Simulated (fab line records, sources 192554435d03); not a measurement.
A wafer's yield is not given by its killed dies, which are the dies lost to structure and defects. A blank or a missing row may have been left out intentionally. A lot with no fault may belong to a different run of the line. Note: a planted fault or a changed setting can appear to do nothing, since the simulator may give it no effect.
Chamber matching | flow n5Finfet | N5_BEOL_M8_ALD_77 on aldMetal-01 has 4 sister chambers
The step deposits TaN, target thk 2 nm, pulse time 2 s, purge time 3 s. 8 wafers are shown with their chamber, then 9 later ones without.

## WAFERS WITH THEIR CHAMBER
wafer  | chamber | heaterPowerW (W) | mfcCarrierSccm (sccm)
L079.1 | 1       | 393              | 1499
L076.5 | 1       | 383              | 1508
L082.1 | 0       | 465              | 1497
L082.2 | 2       | 396              | 1491
L082.4 | 3       | 385              | 1497
L080.3 | 2       | 380              | 1497
L080.4 | 3       | 383              | 1493
L080.5 | 0       | 481              | 1507

## WAFERS MISSING THEIR CHAMBER
wafer  | heaterPowerW (W) | mfcCarrierSccm (sccm)
L086.2 | 379              | 1503
L086.3 | 381              | 1503
L086.4 | 480              | 1498
L090.1 | 474              | 1496
L090.2 | 402              | 1499
L090.4 | 384              | 1502
L097.2 | 385              | 1509
L097.4 | 382              | 1504
L097.6 | 367              | 1499

## CHAMBER TAKEN BY EACH
wafer  | from the rows above          | in truth
L086.2 | can't be placed: 1 or 3 or 2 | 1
L086.3 | can't be placed: 1 or 3 or 2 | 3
L086.4 | 0                            | 0
L090.1 | 0                            | 0
L090.2 | can't be placed: 1 or 2 or 3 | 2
L090.4 | can't be placed: 1 or 3 or 2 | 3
L097.2 | can't be placed: 1 or 3 or 2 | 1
L097.4 | can't be placed: 1 or 3 or 2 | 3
L097.6 | can't be placed: 3 or 1 or 2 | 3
2 of 9 placed correctly. From these rows, 7 cannot be placed; in 7 the true chamber is one of the candidates. Wrongly placed: 0.
How it was worked out, from the rows above alone: a wafer's distance from a chamber is the root of the sum, over the readings, of the square of ((its reading less the chamber's mean) divided by the reading's scatter). The wafer belongs to the nearest chamber; if the next one is less than 2 further off, it can't be placed. A chamber's mean is the mean of its shown wafers. How the scatter is found: for the shown wafers, subtract from each reading the mean of its chamber, square and add these, divide the total by (wafers less chambers), then take the root.
